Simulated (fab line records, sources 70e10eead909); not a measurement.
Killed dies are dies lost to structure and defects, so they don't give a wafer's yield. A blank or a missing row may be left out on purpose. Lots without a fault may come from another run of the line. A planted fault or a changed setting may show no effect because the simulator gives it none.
Chamber matching | flow nand_harc | NHARC_P_M0_DEP_32 on pecvd-01: 3 sister chambers
The step deposits SiCN, target thk 30 nm. 3 wafers are shown with their chamber, then 8 later ones without.

WAFERS WITH THEIR CHAMBER
wafer  | chamber | heater_power_w (W)
L085.5 | 2       | 472
L090.5 | 0       | 696
L091.2 | 1       | 558

WAFERS WITHOUT THEIR CHAMBER
wafer  | heater_power_w (W)
L091.3 | 464
L091.5 | 582
L092.2 | 584
L092.3 | 610
L092.5 | 625
L096.1 | 513
L096.3 | 748
L096.4 | 509

WHICH CHAMBER EACH WENT THROUGH
wafer  | from the rows above     | in truth
L091.3 | 2                       | 2
L091.5 | 1                       | 1
L092.2 | 1                       | 1
L092.3 | can't be placed: 1 or 0 | 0
L092.5 | can't be placed: 1 or 0 | 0
L096.1 | can't be placed: 2 or 1 | 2
L096.3 | 0                       | 0
L096.4 | can't be placed: 2 or 1 | 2
Placed correctly: 4 of 8. Can't be placed from these rows: 4 (the true chamber is among the candidates in 4). Placed wrongly: 0.
How it was worked out, from the rows above alone: a wafer's distance from a chamber is the root of the sum, over the readings, of the square of ((its reading less the chamber's mean) divided by the reading's scatter). The wafer belongs to the nearest chamber; if the next one is less than 2 further off, it can't be placed. A chamber's mean is the mean of its shown wafers. The scatter: with one shown wafer a chamber, the root of the mean of the squares of how far each hidden wafer lies from its nearest shown one.
